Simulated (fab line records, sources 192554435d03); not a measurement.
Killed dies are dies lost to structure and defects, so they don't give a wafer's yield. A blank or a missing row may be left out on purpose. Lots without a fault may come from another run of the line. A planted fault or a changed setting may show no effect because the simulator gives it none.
A struck lot beside a sound one | flow n5_finfet | 15 steps out of a route of 1938
Sound: wafers L660.2, L660.4, L660.6. Struck: wafer L668.5. (L668.1, L668.3 of the same lot were not struck and are left out.) The cause comes at the end.
At each step with rows: each side's tool, then ch and its chambers, then its first start. Under that, the readings that differ: sound wafers | struck wafers | difference of the means | sigmas: that difference in standard deviations of wafers without a fault.
alike: readings whose means differ by less than 2 such deviations, and words and numbers that are the same on both sides. not compared: withheld readings, readings that some wafer has no value for, bounds like >300 that may hide the same value, and numbers for which the record gives no deviation and whose values overlap.
The two part at a step that has a row with sigmas, a row that says differs or no value, or rows on one side only. Numbers that don't overlap but have no deviation are shown without sigmas and don't part them. A reading that every wafer of one side lacks parts them only if that side has two wafers or more.

first, 1 step without rows for these wafers: N5_ZERO_LAYER_SRD_01 (time 30 s, dry time 30 s).
N5_ZERO_LAYER_PECVD_02: deposits SiO2 from SiH4/N2O, target thk 10 nm, time 6 s.
  sound on pecvd-02 ch 1, day 2 18:19; struck on pecvd-01 ch 0, day 4 18:17
  alike: heater_power_w, showerhead_plenum_p_Torr, susceptor_temp_C
then, 8 steps without rows for these wafers: N5_ZERO_LAYER_HMDS_04 (time 60 s); N5_ZERO_LAYER_COAT_05 (resist thk 1000 nm); N5_ZERO_LAYER_EBR_07; N5_ZERO_LAYER_SOFTBAKE_06 (time 90 s); N5_ZERO_LAYER_EXPOSE_08 (exposes mask ZERO, defocus 0 nm, target cd 2000 nm); N5_ZERO_LAYER_PEB_09; N5_ZERO_LAYER_DEVELOP_10 (develop time 60 s); N5_ZERO_LAYER_HARDBAKE_23 (time 120 s).
N5_ZERO_LAYER_CD_MEAS_11: target cd 2000 nm.
  sound on cd_sem-03 ch 0, day 2 18:52; struck on cd_sem-03 ch 0, day 4 18:46
  alike: cd_nm
N5_ZERO_LAYER_DESCUM_16: chemistry O2, time 7.9 s.
  sound on rie_diel-04 ch 0,1,3, day 2 19:21; struck on rie_diel-04 ch 2, day 4 18:49
  alike: drypump_motor_current_A, oes_product_au, rf_vpp_V, showerhead_plenum_p_Torr, throttle_valve_pct
  not compared: rf_hours_counter_h
N5_ZERO_LAYER_ETCH_17: etches SiO2 in CF4, target depth 12 nm, time 13.3 s.
  sound on rie_diel-04 ch 0,1,3, day 2 19:23; struck on rie_diel-04 ch 2, day 4 18:51
  reading                  | sound            | struck | difference | sigmas
  oes_product_au (a.u.)    | 0.76 0.74 0.77   | 0.59   | -0.17      | -2
  model.etch.depth_nm (nm) | 12.05 12.3 11.81 | 7.739  | -4.314     |
  alike: drypump_motor_current_A, rf_vpp_V, showerhead_plenum_p_Torr, throttle_valve_pct
  not compared: rf_hours_counter_h
N5_ZERO_LAYER_ETCH_18: etches Si in HBr/Cl2, target depth 120 nm, time 40 s.
  sound on rie_si-06 ch 1,2,3, day 2 19:28; struck on rie_si-04 ch 3, day 4 18:55
  alike: drypump_motor_current_A, oes_product_au, throttle_valve_pct
  not compared: rf_hours_counter_h
-- the record jumps here: 7 days lie between the struck wafers' starts before and after (it left off in module ZERO_LAYER and takes up again in module BEOL_M4, whose first step shown is number 1111 of the route) --
N5_BEOL_M4_RC_MEAS_101:
  sound on prober-01 ch 0, day 9 14:41; struck on prober-01 ch 0, day 11 10:19
  alike: DIBL_N, DIBL_P, IOFF_N, IOFF_P, ION_N, ION_P, SS_N, SS_P, VT_N, VT_P

WHERE THEY PART
Only at N5_ZERO_LAYER_ETCH_17, within this record. Later steps at which nothing parts them and some readings are alike: N5_ZERO_LAYER_ETCH_18, N5_BEOL_M4_RC_MEAS_101.

WHY: what the simulator had put in
Process parameter drift: rie_diel-04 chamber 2, from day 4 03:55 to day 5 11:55, at N5_ZERO_LAYER_ETCH_17. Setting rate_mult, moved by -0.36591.
